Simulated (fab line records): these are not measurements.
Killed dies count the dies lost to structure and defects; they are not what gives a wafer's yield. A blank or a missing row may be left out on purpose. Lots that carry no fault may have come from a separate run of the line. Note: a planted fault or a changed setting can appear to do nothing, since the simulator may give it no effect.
fab line records	flow n5Finfet
record: lots: 7	wafers: 21
route steps=1938 shown BEOL_M6@1233 BEOL_M7@1293 BEOL_M8@1368 BEOL_M10@1496 BEOL_M11@1578 BEOL_M13@1694 BEOL_M14@1751
startH: hours from the record's first day to the start of the lot's first wafer shown	waitH: time in hours since the lot's previous step	" the same as in the row above	L1.1+2: a single row standing in for several wafers	- no value present, or no start provided	* or withheld: withheld	< > ~ a bound
route shown NAME@n: a module of which the file shows steps, and the number in the route of the first	usual: the fault-free wafers' mean and standard deviation	same: alike in all rows	chamber/n: place in a boat	sites: readings site by site	_std_site: how widely they spread, as a standard deviation	_edge_site: outer sites' mean less inner sites'	radiusMm: for every site, how far away it sits from the centre of the wafer	mask NAME#n: copy n	behind: the most recent tool/chamber to have shaped the wafer	hold: why the lot was held/for how many hours/how that ended	device: whichever transistor did not switch (one of n, p or np)	end of line: the same wafers' tests at the end of the route	where a step has no rows: the recipe by itself	killed: count of dies lost to structure and defects at first sort (not the wafer's yield)	map: per-die view of a wafer (x killed, . not killed, _ where there is no die)
set.NAME: the setting that was run; set.NAME@STEP: the one run at that earlier step	model.NAME: the simulator's own value behind a step, which no gauge read
lots where settings were altered on purpose, with a table for each step and a row for each wafer
== steps ==
step: N5_BEOL_M6_ETCH_66
recipe: chemistry: N2/H2	target: SOC	targetDepthA: 800	overetchA: 160	maskMaterial: SiARC	tempC: 40	timeS: 120	ionEnergyEv: 200	pressureMtorr: 30	sourceW: 840	biasW: 150	n2FlowSccm: 200	h2FlowSccm: 200
usual: rfVppV: 523.7/1.8
lot.wafer	tool	chamber	startH	waitH	set.biasW	rfVppV
L075.1	rieDiel-03	0	178.01	0.0	164	554.3
L075.2	"	2	"	"	150	525.7
L075.3	"	3	"	"	164	555.3
L079.1	rieDiel-03	0	209.11	0.0	150	524.0
L079.2	"	1	"	"	170.6	569.2
L079.5	"	3	"	"	150	524.5
L081.3	rieDiel-05	2	218.76	0.0	163.7	554.3
L081.5	"	0	"	"	163.7	550.6
L081.6	"	2	"	"	163.7	554.4
L086.2	rieDiel-04	2	266.85	0.0	150	522.8
L086.4	"	3	"	"	132.8	486.6
L086.6	"	1	"	"	150	523.0
L091.3	rieDiel-03	2	288.72	0.0	150	525.6
L091.4	"	1	"	"	150	525.1
L091.6	"	2	"	"	150	525.5
L090.4	rieDiel-03	3	289.75	0.0	128.8	475.9
L090.5	"	0	"	"	128.8	474.4
L090.6	"	1	"	"	150	525.2
L097.1	rieDiel-05	0	330.42	0.0	150	520.1
L097.2	"	1	"	"	150	525.4
L097.4	"	3	"	"	150	522.0
step: N5_BEOL_M6_TRENCH_ETCH_37
recipe: chemistry: C4F6/O2	targetDepthA: 944.35	target: SiCOH_lowk	timeS: 31.5	ionEnergyEv: 250	pressureMtorr: 30	sourceW: 345	biasW: 185	Ar_flow_sccm: 300	C4F6_flow_sccm: 10	O2_flow_sccm: 10
usual: rfVppV: 664/17
lot.wafer	tool	chamber	startH	waitH	set.biasW	rfVppV
L075.1	rieDiel-03	0	-	-	185	641
L075.2	"	2	"	"	152.9	581
L075.3	"	3	"	"	185	675
L079.1	rieDiel-03	0	-	-	185	641
L079.2	"	1	"	"	185	697
L079.5	"	3	"	"	185	674
L081.3	rieDiel-05	2	-	-	185	657
L081.5	"	0	"	"	162.3	582
L081.6	"	2	"	"	185	657
L086.2	rieDiel-04	2	-	-	185	658
L086.4	"	3	"	"	208	747
L086.6	"	1	"	"	208	740
L091.3	rieDiel-03	2	-	-	185	676
L091.4	"	1	"	"	185	697
L091.6	"	2	"	"	205.2	733
L090.4	rieDiel-03	3	-	-	157.7	592
L090.5	"	0	"	"	157.7	564
L090.6	"	1	"	"	157.7	615
L097.1	rieDiel-05	0	-	-	185	646
L097.2	"	1	"	"	185	638
L097.4	"	3	"	"	185	654
step: N5_BEOL_M6_ETCH_41
recipe: chemistry: CH3F/O2	target: SiCN	targetDepthA: 297	taperDeg: 2	timeS: 52	ionEnergyEv: 120	maskMaterial: TiN	pressureMtorr: 30	sourceW: 395	biasW: 75	Ar_flow_sccm: 150	CH3F_flow_sccm: 30	O2_flow_sccm: 20
step: N5_BEOL_M6_STRIP_80
recipe: chemistry: N2/H2	timeS: 10	powerW: 450	tempC: 40	pressureMtorr: 20	rfFrequencyHz: 6e+07	biasPowerW: 7	n2FlowSccm: 200	h2FlowSccm: 200
step: N5_BEOL_M6_PRECLEAN_42
recipe: chemistry: residueRemover	timeS: 60	tempC: 40
step: N5_BEOL_M6_SRD_43
recipe: timeS: 30	tempC: 23	rinseLiquid: diw	dry: ipaMarangoni
step: N5_BEOL_M6_CD_MEAS_35
recipe: targetCdNm: 40	targetCdYNm: 28	polarity: opening
usual: cdNm: 39.8/0.8
lot.wafer	tool	chamber	startH	waitH	set.doseMj@BEOL_M6_EXPOSE_08	cdNm
L075.1	cdSem-03	-	178.51	0.0	64.57	36.4
L075.2	"	-	"	"	64.57	37.3
L075.3	"	-	"	"	68.25	40.3
L079.1	cdSem-03	-	209.61	0.0	68.25	42.3
L079.2	"	-	"	"	68.25	40.6
L079.5	"	-	"	"	68.25	39.8
L081.3	cdSem-02	-	219.26	0.0	68.25	41.6
L081.5	"	-	"	"	68.25	40.3
L081.6	"	-	"	"	64.06	38.0
L086.2	cdSem-02	-	267.35	0.0	68.25	39.6
L086.4	"	-	"	"	71.97	43.2
L086.6	"	-	"	"	71.97	42.9
L091.3	cdSem-01	-	289.23	0.0	68.25	40.5
L091.4	"	-	"	"	66.66	39.1
L091.6	"	-	"	"	66.66	39.3
L090.4	cdSem-03	-	290.25	0.0	68.25	39.1
L090.5	"	-	"	"	63.25	36.4
L090.6	"	-	"	"	68.25	39.2
L097.1	cdSem-01	-	330.92	0.0	68.25	40.0
L097.2	"	-	"	"	68.25	40.4
L097.4	"	-	"	"	68.25	39.5
step: N5_BEOL_M7_EXPOSE_25
recipe: maskId: V6	na: 0.33	sourceShape: annular	sigmaInner: 0.4	sigmaOuter: 0.8	polarization: unpolarized	targetCdNm: 40	doseMj: 42.5
lot.wafer	tool	chamber	startH	waitH	mask	set.doseMj
L075.1+2+3	euvScanner-02	0	186.31	-	V6#0	42.5
L079.1+2+5	euvScanner-01	0	214.89	-	V6#0	42.5
L081.3+5+6	euvScanner-01	0	225.28	-	V6#0	42.5
L086.2+6	euvScanner-01	0	273.83	-	V6#0	39.78
L086.4	"	0	"	"	V6#0	42.5
L091.3+6	euvScanner-01	0	293.78	-	V6#0	41.4
L091.4	"	0	"	"	V6#0	42.5
L090.4+5+6	euvScanner-01	0	295.53	-	V6#0	42.5
L097.1+2+4	euvScanner-01	0	340.79	-	V6#0	42.5
step: N5_BEOL_M7_PEB_26
recipe: pebTempC: 100	pebTimeS: 60	resist: CAR-EUV
step: N5_BEOL_M7_DEVELOP_27
recipe: developTimeS: 30	developer: TMAH	resist: CAR-EUV	rinseLiquid: surfactantRinse	dry: airSpin	devTempC: 23
step: N5_BEOL_M7_DESCUM_33
recipe: chemistry: O2	timeS: 7	sourcePowerW: 50	biasPowerW: 20	pressureMtorr: 20	rfFrequencyHz: 2.712e+07	tempC: 40	resist: CAR-EUV	o2FlowSccm: 225
lot.wafer	tool	chamber	startH	waitH	set.doseMj@BEOL_M7_EXPOSE_25	model.BEOL_M7.cdNm
L075.1+2	rieDiel-01	2,0	186.94	0.4	42.5	40.2
L075.3	"	3	"	"	42.5	40
L079.1+2+5	rieDiel-01	2,3,0	215.24	0.1	42.5	40
L081.3+6	rieDiel-06	2,1	225.53	0.0	42.5	40.2
L081.5	"	0	"	"	42.5	40
L086.2	rieDiel-02	2	274.20	0.2	39.78	38
L086.4	"	1	"	"	42.5	39.6
L086.6	"	2	"	"	39.78	38.2
L091.3+6	rieDiel-02	3,1	294.18	0.2	41.4	39.4
L091.4	"	0	"	"	42.5	40
L090.4	rieDiel-06	1	295.79	0.0	42.5	40
L090.5+6	"	2,0	"	"	42.5	39.6
L097.1+2	rieDiel-06	2,3	341.05	0.0	42.5	40
L097.4	"	0	"	"	42.5	39.8
step: N5_BEOL_M7_ETCH_72
recipe: chemistry: N2/H2	target: underlayer	targetDepthA: 65	maskMaterial: CAR-EUV	timeS: 5.2	ionEnergyEv: 200	pressureMtorr: 30	sourceW: 840	biasW: 150	n2FlowSccm: 200	h2FlowSccm: 200	ends: cleared
lot.wafer	tool	chamber	startH	waitH	set.doseMj@BEOL_M7_EXPOSE_25	model.BEOL_M7.cdNm
L075.1	rieDiel-01	2	186.98	0.0	42.5	40.4
L075.2+3	"	0,3	"	"	42.5	40
L079.1	rieDiel-01	2	215.27	0.0	42.5	40.2
L079.2+5	"	3,0	"	"	42.5	39.8
L081.3	rieDiel-06	2	225.56	0.0	42.5	40.2
L081.5	"	0	"	"	42.5	39.8
L081.6	"	1	"	"	42.5	40.4
L086.2	rieDiel-02	2	274.23	0.0	39.78	38
L086.4	"	1	"	"	42.5	39.6
L086.6	"	2	"	"	39.78	38.2
L091.3	rieDiel-02	3	294.22	0.0	41.4	39.6
L091.4	"	0	"	"	42.5	40.2
L091.6	"	1	"	"	41.4	39.4
L090.4	rieDiel-06	1	295.81	0.0	42.5	40
L090.5+6	"	2,0	"	"	42.5	39.6
L097.1	rieDiel-06	2	341.08	0.0	42.5	39.8
L097.2	"	3	"	"	42.5	40
L097.4	"	0	"	"	42.5	39.6
step: N5_BEOL_M8_DESCUM_33
recipe: chemistry: O2	timeS: 7	sourcePowerW: 50	biasPowerW: 20	pressureMtorr: 20	rfFrequencyHz: 2.712e+07	tempC: 40	resist: CAR-EUV	o2FlowSccm: 225
lot.wafer	tool	chamber	startH	waitH	set.timeS	model.CAR-EUV_of_BEOL_M8_COAT_22.thkNm
L075.1	rieDiel-05	2	195.17	0.0	7	26.2
L075.2	"	0	"	"	5.879	26.8
L075.3	"	1	"	"	5.879	26.6
L079.1+5	rieDiel-03	0,3	222.96	0.0	7.618	25.8
L079.2	"	3	"	"	7	26
L081.3	rieDiel-05	0	231.44	0.0	7	26.2
L081.5+6	"	2,1	"	"	8.213	25.4
L086.2	rieDiel-04	2	285.21	0.2	7	26.2
L086.4+6	"	0,2	"	"	7	26
L091.3+4+6	rieDiel-04	3,0,2	300.58	0.0	7	26
L090.4	rieDiel-04	0	301.39	0.0	7.794	25.6
L090.5+6	"	1,0	"	"	7	26
L097.1	rieDiel-03	2	347.28	0.4	7	26
L097.2+4	"	1	"	"	7	26.2
step: N5_BEOL_M8_ETCH_72
recipe: chemistry: N2/H2	target: underlayer	targetDepthA: 65	maskMaterial: CAR-EUV	timeS: 5.2	ionEnergyEv: 200	pressureMtorr: 30	sourceW: 840	biasW: 150	n2FlowSccm: 200	h2FlowSccm: 200	ends: cleared
lot.wafer	tool	chamber	startH	waitH	set.h2FlowSccm
L075.1	rieDiel-05	2	195.21	0.0	200
L075.2+3	"	0,1	"	"	206.6
L079.1+2	rieDiel-03	0,3	222.99	0.0	214.3
L079.5	"	3	"	"	200
L081.3+5	rieDiel-05	0,2	231.48	0.0	211.8
L081.6	"	1	"	"	200
L086.2+4+6	rieDiel-04	2,0,2	285.24	0.0	200
L091.3+6	rieDiel-04	3,2	300.62	0.0	211.2
L091.4	"	0	"	"	200
L090.4+6	rieDiel-04	0	301.43	0.0	192.4
L090.5	"	1	"	"	200
L097.1+2+4	rieDiel-03	2,1,1	347.32	0.0	200
step: N5_BEOL_M8_ETCH_65
recipe: chemistry: CF4	target: SiARC	targetDepthA: 156	maskMaterial: CAR-EUV	timeS: 26	ionEnergyEv: 80	pressureMtorr: 40	sourceW: 545	biasW: 36	Ar_flow_sccm: 100	cf4FlowSccm: 100	ends: cleared
lot.wafer	tool	chamber	startH	waitH	set.timeS@BEOL_M8_DESCUM_33	model.CAR-EUV_of_BEOL_M8_COAT_22.thkNm
L075.1	rieDiel-05	2	195.23	0.0	7	11.2
L075.2+3	"	0,1	"	"	5.879	11.8
L079.1+5	rieDiel-03	0,3	223.01	0.0	7.618	10.8
L079.2	"	3	"	"	7	11.2
L081.3	rieDiel-05	0	231.49	0.0	7	11.2
L081.5	"	2	"	"	8.213	10.6
L081.6	"	1	"	"	8.213	10.4
L086.2+4	rieDiel-04	2,0	285.26	0.0	7	11.2
L086.6	"	2	"	"	7	11
L091.3+4+6	rieDiel-04	3,0,2	300.63	0.0	7	11.2
L090.4	rieDiel-04	0	301.45	0.0	7.794	10.6
L090.5+6	"	1,0	"	"	7	11
L097.1	rieDiel-03	2	347.33	0.0	7	11
L097.2+4	"	1	"	"	7	11.2
step: N5_BEOL_M10_COAT_22
recipe: resist: CAR-ArF	spinRpm: 1500	resistThkNm: 90
lot.wafer	tool	chamber	startH	waitH	set.spinRpm	model.CAR-ArF_of_BEOL_M10_COAT_22.thkNm
L075.1	lithoTrack-05	0	-	-	1500	90.4
L075.2	"	0	"	"	1500	90
L075.3	"	0	"	"	1500	90.2
L079.1	lithoTrack-05	0	-	-	1500	90.6
L079.2+5	"	0	"	"	1500	90.4
L081.3	lithoTrack-05	0	-	-	1334	95.8
L081.5	"	0	"	"	1500	90.4
L081.6	"	0	"	"	1334	95.6
L086.2	lithoTrack-05	0	-	-	1500	90.8
L086.4+6	"	0	"	"	1500	90.6
L091.3+6	lithoTrack-05	0	-	-	1500	90.2
L091.4	"	0	"	"	1500	90
L090.4	lithoTrack-05	0	-	-	1500	90
L090.5	"	0	"	"	1500	89.8
L090.6	"	0	"	"	1430	92.6
L097.1+4	lithoTrack-05	0	-	-	1500	90.6
L097.2	"	0	"	"	1500	90.4
step: N5_BEOL_M10_PEB_26
recipe: pebTempC: withheld	pebTimeS: 60	resist: CAR-ArF
lot.wafer	tool	chamber	startH	waitH	set.pebTimeS
L075.1+3	lithoTrack-02	0	208.91	0.1	51.55
L075.2	"	0	"	"	60
L079.1+2+5	lithoTrack-02	0	235.00	0.1	60
L081.3+6	lithoTrack-05	0	245.04	0.0	60
L081.5	"	0	"	"	71.46
L086.2+4	lithoTrack-05	0	296.60	0.1	60
L086.6	"	0	"	"	72.27
L091.3+4+6	lithoTrack-05	0	314.80	0.0	60
L090.4+5+6	lithoTrack-05	0	316.90	0.0	60
L097.1+2+4	lithoTrack-01	0	366.48	0.1	60
step: N5_BEOL_M10_DEVELOP_27
recipe: developTimeS: 30	developer: TMAH	resist: CAR-ArF	rinseLiquid: diw	dry: airSpin	devTempC: 23
lot.wafer	tool	chamber	startH	waitH	set.spinRpm@BEOL_M10_COAT_22	model.CAR-ArF_of_BEOL_M10_COAT_22.thkNm
L075.1	lithoTrack-02	0	-	-	1500	88.8
L075.2+3	"	0	"	"	1500	88.4
L079.1+2+5	lithoTrack-02	0	-	-	1500	88.8
L081.3+6	lithoTrack-05	0	-	-	1334	94
L081.5	"	0	"	"	1500	88.6
L086.2	lithoTrack-05	0	-	-	1500	89.2
L086.4+6	"	0	"	"	1500	89
L091.3+4+6	lithoTrack-05	0	-	-	1500	88.4
L090.4+5	lithoTrack-05	0	-	-	1500	88.2
L090.6	"	0	"	"	1430	90.8
L097.1+2+4	lithoTrack-01	0	-	-	1500	88.8
step: N5_BEOL_M10_CD_MEAS_28
recipe: targetCdNm: 70	landingEnergyEv: 500	detector: seInlens	polarity: opening
usual: cdNm: 69.9/1.2
lot.wafer	tool	chamber	startH	waitH	set.pebTimeS@BEOL_M10_PEB_26	cdNm
L075.1	cdSem-02	0	208.98	-	51.55	64.9
L075.2	"	0	"	"	60	69.6
L075.3	"	0	"	"	51.55	63.9
L079.1	cdSem-03	0	235.07	-	60	70.2
L079.2	"	0	"	"	60	72.0
L079.5	"	0	"	"	60	69.7
L081.3	cdSem-02	0	245.10	-	60	68.3
L081.5	"	0	"	"	71.46	77.2
L081.6	"	0	"	"	60	68.4
L086.2	cdSem-01	0	296.67	-	60	69.9
L086.4	"	0	"	"	60	69.3
L086.6	"	0	"	"	72.27	78.8
L091.3	cdSem-03	0	314.87	-	60	68.2
L091.4	"	0	"	"	60	68.3
L091.6	"	0	"	"	60	68.6
L090.4	cdSem-03	0	316.97	-	60	69.5
L090.5	"	0	"	"	60	69.6
L090.6	"	0	"	"	60	69.1
L097.1	cdSem-01	0	366.54	-	60	69.5
L097.2	"	0	"	"	60	69.9
L097.4	"	0	"	"	60	68.4
step: N5_BEOL_M11_TRENCH_ETCH_37
recipe: chemistry: C4F6/O2	targetDepthA: 1488.3	target: SiCOH_lowk	timeS: 48	ionEnergyEv: 250	pressureMtorr: 30	sourceW: 345	biasW: 185	Ar_flow_sccm: 300	C4F6_flow_sccm: 10	O2_flow_sccm: 10
usual: rfVppV: 669/12
lot.wafer	tool	chamber	startH	waitH	set.biasW	rfVppV
L075.1	rieDiel-06	2	-	-	185	657
L075.2	"	1	"	"	199.2	703
L075.3	"	0	"	"	185	678
L079.1	rieDiel-02	2	-	-	173.5	654
L079.2	"	0	"	"	173.5	644
L079.5	"	1	"	"	185	656
L081.3	rieDiel-06	0	-	-	185	677
L081.5	"	1	"	"	185	663
L081.6	"	0	"	"	185	678
L086.2	rieDiel-06	2	-	-	209.9	725
L086.4	"	0	"	"	185	678
L086.6	"	3	"	"	185	658
L091.3	rieDiel-02	2	-	-	198.3	726
L091.4	"	2	"	"	185	687
L091.6	"	0	"	"	198.3	714
L090.4	rieDiel-01	2	-	-	185	677
L090.5	"	0	"	"	185	671
L090.6	"	3	"	"	185	667
L097.1	rieDiel-06	3	-	-	185	658
L097.2	"	0	"	"	185	679
L097.4	"	1	"	"	185	664
step: N5_BEOL_M13_ETCH_68
recipe: chemistry: N2/H2	target: SOC	maskMaterial: SiARC	sourceW: 3000	biasW: 350	tempC: 40	timeS: 355	ionEnergyEv: 200	pressureMtorr: 30	n2FlowSccm: 200	h2FlowSccm: 200
lot.wafer	tool	chamber	startH	waitH	set.timeS	model.SiARC_of_BEOL_M13_COAT_66.thkNm
L075.1	rieDiel-02	2	227.35	0.1	276.1	83.8
L075.2	"	1	"	"	276.1	84
L075.3	"	3	"	"	355	77.2
L079.1	rieDiel-01	2	255.12	0.1	355	76.8
L079.2	"	1	"	"	355	78
L079.5	"	3	"	"	309.2	82.2
L081.3	rieDiel-06	0	266.65	0.1	407.9	71.8
L081.5+6	"	2,0	"	"	355	76.6
L086.2	rieDiel-02	2	315.21	0.1	408.7	71.2
L086.4+6	"	3,2	"	"	355	76.2
L091.3	rieDiel-01	3	335.93	0.1	355	78
L091.4	"	2	"	"	427.6	70.6
L091.6	"	3	"	"	355	77.2
L090.4	rieDiel-01	3	338.32	0.1	355	77.6
L090.5	"	2	"	"	355	77
L090.6	"	3	"	"	330.8	79.8
L097.1	rieDiel-02	2	383.71	0.1	355	76.6
L097.2	"	0	"	"	355	77.2
L097.4	"	3	"	"	355	76.2
step: N5_BEOL_M13_SPUTTER_44
recipe: material: Ta	targetThkA: 100	tempC: 50	biasV: 80	powerW: 15000	chamberPressurePa: 0.07	timeS: 16.13
lot.wafer	tool	chamber	startH	waitH	set.timeS	model.Ta_of_BEOL_M13_SPUTTER_44.thkNm
L075.1	pvdSputter-01	-	228.47	0.0	17.56	10.8
L075.2	"	-	"	"	17.56	11
L075.3	"	-	"	"	16.13	10
L079.1+5	pvdSputter-02	-	256.77	0.0	16.13	10.2
L079.2	"	-	"	"	16.13	10
L081.3+5+6	pvdSputter-01	-	268.95	0.0	16.13	10.2
L086.2+4+6	pvdSputter-02	-	316.24	0.0	16.13	10
L091.3	pvdSputter-02	-	337.48	0.0	16.13	10.2
L091.4+6	"	-	"	"	14.76	9.2
L090.4+6	pvdSputter-02	-	345.21	0.0	14.34	9
L090.5	"	-	"	"	16.13	10.2
L097.1+4	pvdSputter-03	-	385.19	0.0	16.13	10
L097.2	"	-	"	"	16.13	9.8
step: N5_BEOL_M14_ETCH_68
recipe: chemistry: N2/H2	target: SOC	maskMaterial: SiARC	sourceW: 3000	biasW: 350	tempC: 40	timeS: 450	ionEnergyEv: 200	pressureMtorr: 30	n2FlowSccm: 200	h2FlowSccm: 200
lot.wafer	tool	chamber	startH	waitH	set.timeS	model.SiARC_of_BEOL_M14_COAT_66.thkNm
L075.1+2	rieDiel-04	0,1	231.47	0.1	450	65.2
L075.3	"	2	"	"	450	65
L079.1	rieDiel-03	1	260.71	0.1	450	64.8
L079.2	"	3	"	"	450	63.4
L079.5	"	0	"	"	450	65.6
L081.3	rieDiel-04	2	272.49	0.1	450	64.4
L081.5	"	2	"	"	450	64.2
L081.6	"	3	"	"	450	63.8
L086.2	rieDiel-04	0	319.15	0.1	450	64.8
L086.4	"	2	"	"	352.3	75.4
L086.6	"	3	"	"	450	65
L091.3	rieDiel-05	3	340.55	0.1	527.2	58.4
L091.4	"	0	"	"	450	65
L091.6	"	2	"	"	450	66.6
L090.4	rieDiel-04	1	348.12	0.1	450	66.4
L090.5	"	0	"	"	450	65.6
L090.6	"	1	"	"	450	66
L097.1	rieDiel-05	1	388.30	0.1	450	64.2
L097.2	"	2	"	"	450	66.8
L097.4	"	1	"	"	450	64.8
== key ==
split: step: N5_BEOL_M6_ETCH_66	setting: biasW	stated: 150	by: wafer
response: step: N5_BEOL_M6_ETCH_66	reading: rfVppV	change: +3.31	per: 1%	r: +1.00
split: step: N5_BEOL_M6_TRENCH_ETCH_37	setting: biasW	stated: 185	by: wafer
response: step: N5_BEOL_M6_TRENCH_ETCH_37	reading: rfVppV	change: +5.27	per: 1%	r: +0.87
split: step: N5_BEOL_M7_EXPOSE_25	setting: doseMj	stated: 42.5	by: wafer
response: step: N5_BEOL_M7_DESCUM_33	reading: model.BEOL_M7.cdNm	change: +0.234	per: 1%	r: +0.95
response: step: N5_BEOL_M7_ETCH_72	reading: model.BEOL_M7.cdNm	change: +0.239	per: 1%	r: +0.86
split: step: N5_BEOL_M8_DESCUM_33	setting: timeS	stated: 7	by: wafer
response: step: N5_BEOL_M8_DESCUM_33	reading: model.CAR-EUV_of_BEOL_M8_COAT_22.thkNm	change: -0.0369	per: 1%	r: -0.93
response: step: N5_BEOL_M8_ETCH_65	reading: model.CAR-EUV_of_BEOL_M8_COAT_22.thkNm	change: -0.039	per: 1%	r: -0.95
split: step: N5_BEOL_M8_ETCH_72	setting: h2FlowSccm	stated: 200	by: wafer
response none clear
split: step: N5_BEOL_M10_COAT_22	setting: spinRpm	stated: 1500	by: wafer
response: step: N5_BEOL_M10_COAT_22	reading: model.CAR-ArF_of_BEOL_M10_COAT_22.thkNm	change: -0.494	per: 1%	r: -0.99
response: step: N5_BEOL_M10_DEVELOP_27	reading: model.CAR-ArF_of_BEOL_M10_COAT_22.thkNm	change: -0.498	per: 1%	r: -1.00
split: step: N5_BEOL_M10_PEB_26	setting: pebTimeS	stated: 60	by: wafer
response: step: N5_BEOL_M10_CD_MEAS_28	reading: cdNm	change: +0.439	per: 1%	r: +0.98
split: step: N5_BEOL_M11_TRENCH_ETCH_37	setting: biasW	stated: 185	by: wafer
response: step: N5_BEOL_M11_TRENCH_ETCH_37	reading: rfVppV	change: +4.01	per: 1%	r: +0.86
split: step: N5_BEOL_M13_ETCH_68	setting: timeS	stated: 355	by: wafer
response: step: N5_BEOL_M13_ETCH_68	reading: model.SiARC_of_BEOL_M13_COAT_66.thkNm	change: -0.329	per: 1%	r: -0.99
split: step: N5_BEOL_M13_SPUTTER_44	setting: timeS	stated: 16.13	by: wafer
response: step: N5_BEOL_M13_SPUTTER_44	reading: model.Ta_of_BEOL_M13_SPUTTER_44.thkNm	change: +0.109	per: 1%	r: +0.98
split: step: N5_BEOL_M14_ETCH_68	setting: timeS	stated: 450	by: wafer
response: step: N5_BEOL_M14_ETCH_68	reading: model.SiARC_of_BEOL_M14_COAT_66.thkNm	change: -0.464	per: 1%	r: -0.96
split outsideThisFile step=N5_BEOL_M6_EXPOSE_08 setting=doseMj
split outsideThisFile: this setting was split too, and the file shows its column; the key of that split is in another file
